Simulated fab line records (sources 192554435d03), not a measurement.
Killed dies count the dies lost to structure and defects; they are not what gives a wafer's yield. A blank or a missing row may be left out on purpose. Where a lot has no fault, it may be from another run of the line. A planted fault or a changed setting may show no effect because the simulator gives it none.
Split-lot study || flow n5Finfet || route with 1938 steps; 7 lots, 21 wafers read

== SPLIT DETAILS ==
At N5_BEOL_M0_CUTY_EXPOSE_54 (exposes mask M0 ABLK), the setting doseMj was moved away from the recipe's 36 on 9 of the 21 wafers read, by -6.3% to -2.6%. For the rest of the wafers, this setting stayed at what the recipe calls for.

== FROM THE SPLIT TO THE READING: what the file shows between them, 2 steps ==
- N5_BEOL_M0_CUTY_PEB_55: peb time 60 s
- N5_BEOL_M0_CUTY_DEVELOP_56: develop time 30 s

== THE READING ==
cdNm, in nm, at N5_BEOL_M0_CUTY_CD_MEAS_57 (target cd 200 nm). A value of 200.2 nm with a standard deviation of 1.3 nm is what fault-free wafers of this fab line usually give.

{"wafer": "L078.3", "tool, chamber at the split": "arfiScanner-02, 0", "doseMj as run": 36, "against the recipe": "recipe", "cdNm, nm": 198.8, "against lot-mates on the recipe": "-"}
{"wafer": "L078.4", "tool, chamber at the split": "arfiScanner-02, 0", "doseMj as run": 36, "against the recipe": "recipe", "cdNm, nm": 198.4, "against lot-mates on the recipe": "-"}
{"wafer": "L078.5", "tool, chamber at the split": "arfiScanner-02, 0", "doseMj as run": 36, "against the recipe": "recipe", "cdNm, nm": 197.6, "against lot-mates on the recipe": "-"}
{"wafer": "L082.2", "tool, chamber at the split": "arfiScanner-01, 0", "doseMj as run": 36, "against the recipe": "recipe", "cdNm, nm": 199.1, "against lot-mates on the recipe": "-"}
{"wafer": "L082.4", "tool, chamber at the split": "arfiScanner-01, 0", "doseMj as run": 36, "against the recipe": "recipe", "cdNm, nm": 198.4, "against lot-mates on the recipe": "-"}
{"wafer": "L082.6", "tool, chamber at the split": "arfiScanner-01, 0", "doseMj as run": 36, "against the recipe": "recipe", "cdNm, nm": 198.3, "against lot-mates on the recipe": "-"}
{"wafer": "L084.1", "tool, chamber at the split": "arfiScanner-01, 0", "doseMj as run": 33.79, "against the recipe": "-6.1%", "cdNm, nm": 202.1, "against lot-mates on the recipe": "+3.8"}
{"wafer": "L084.2", "tool, chamber at the split": "arfiScanner-01, 0", "doseMj as run": 36, "against the recipe": "recipe", "cdNm, nm": 197.4, "against lot-mates on the recipe": "-"}
{"wafer": "L084.4", "tool, chamber at the split": "arfiScanner-01, 0", "doseMj as run": 36, "against the recipe": "recipe", "cdNm, nm": 199.1, "against lot-mates on the recipe": "-"}
{"wafer": "L086.1", "tool, chamber at the split": "arfiScanner-02, 0", "doseMj as run": 36, "against the recipe": "recipe", "cdNm, nm": 200.8, "against lot-mates on the recipe": "-"}
{"wafer": "L086.5", "tool, chamber at the split": "arfiScanner-02, 0", "doseMj as run": 36, "against the recipe": "recipe", "cdNm, nm": 199.4, "against lot-mates on the recipe": "-"}
{"wafer": "L086.6", "tool, chamber at the split": "arfiScanner-02, 0", "doseMj as run": 33.73, "against the recipe": "-6.3%", "cdNm, nm": 206.2, "against lot-mates on the recipe": "+6.1"}
{"wafer": "L089.1", "tool, chamber at the split": "arfiScanner-02, 0", "doseMj as run": 36, "against the recipe": "recipe", "cdNm, nm": 200.3, "against lot-mates on the recipe": "-"}
{"wafer": "L089.3", "tool, chamber at the split": "arfiScanner-02, 0", "doseMj as run": 34.63, "against the recipe": "-3.8%", "cdNm, nm": 205.6, "against lot-mates on the recipe": "+5.3"}
{"wafer": "L089.4", "tool, chamber at the split": "arfiScanner-02, 0", "doseMj as run": 34.63, "against the recipe": "-3.8%", "cdNm, nm": 204.5, "against lot-mates on the recipe": "+4.2"}
{"wafer": "L090.4", "tool, chamber at the split": "arfiScanner-02, 0", "doseMj as run": 34.84, "against the recipe": "-3.2%", "cdNm, nm": 204.8, "against lot-mates on the recipe": "no lot-mate on the recipe"}
{"wafer": "L090.5", "tool, chamber at the split": "arfiScanner-02, 0", "doseMj as run": 34.84, "against the recipe": "-3.2%", "cdNm, nm": 203.3, "against lot-mates on the recipe": "no lot-mate on the recipe"}
{"wafer": "L090.6", "tool, chamber at the split": "arfiScanner-02, 0", "doseMj as run": 34.84, "against the recipe": "-3.2%", "cdNm, nm": 202.2, "against lot-mates on the recipe": "no lot-mate on the recipe"}
{"wafer": "L093.1", "tool, chamber at the split": "arfiScanner-03, 0", "doseMj as run": 36, "against the recipe": "recipe", "cdNm, nm": 199.3, "against lot-mates on the recipe": "-"}
{"wafer": "L093.4", "tool, chamber at the split": "arfiScanner-03, 0", "doseMj as run": 35.06, "against the recipe": "-2.6%", "cdNm, nm": 201.5, "against lot-mates on the recipe": "+2.2"}
{"wafer": "L093.6", "tool, chamber at the split": "arfiScanner-03, 0", "doseMj as run": 35.06, "against the recipe": "-2.6%", "cdNm, nm": 202.3, "against lot-mates on the recipe": "+3.0"}

THE FIT
A straight line over all 21 wafers: cdNm changes by -1.09 nm for each +1% of doseMj; r = -0.86; the points scatter about the line by 1.4 nm.
The same after taking each lot's own level away (the mean of its wafers on the recipe; 18 wafers): -0.913 nm for each +1%; r = -0.93; scatter 0.82 nm.
On that fit, the largest move of doseMj shifts the reading by 5.8 nm.
From 198.25 to 200.30 nm: that is the span of the lots' own levels, equal to 1.6 times the standard deviation above.
In other words, the slope is changed by the lot-to-lot level; the two fits disagree.
Check: for one of the wafers moved furthest among these (-6.3%), held out of the fit, the line's prediction against its lot-mates is +5.71 nm. It came out at +6.1 nm against them.

== THESE WAFERS: OTHER SPLITS ==
Before the reading, these wafers also passed through other splits. Each is held against what the fit with the lots' levels taken away leaves over:
{"other split on the same wafers": "N5_MOL_CONTACT_COAG_EXPOSE_37 doseMj", "wafers away from the commonest value": 9, "r with cdNm (lot level and that fit taken away)": -0.33}
{"other split on the same wafers": "N5_MOL_CONTACT_COAG_ALD_133 aldCycles", "wafers away from the commonest value": 6, "r with cdNm (lot level and that fit taken away)": "+0.02"}
{"other split on the same wafers": "N5_BEOL_M0_SAQP_COAT_08 spinRpm", "wafers away from the commonest value": 4, "r with cdNm (lot level and that fit taken away)": -0.13}
{"other split on the same wafers": "N5_BEOL_M0_SAQP_ETCH_88 sourceW", "wafers away from the commonest value": 3, "r with cdNm (lot level and that fit taken away)": -0.03}

== FILE'S OWN FIT ==
cdNm changes by -0.887 nm for each +1% of doseMj, r = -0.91.
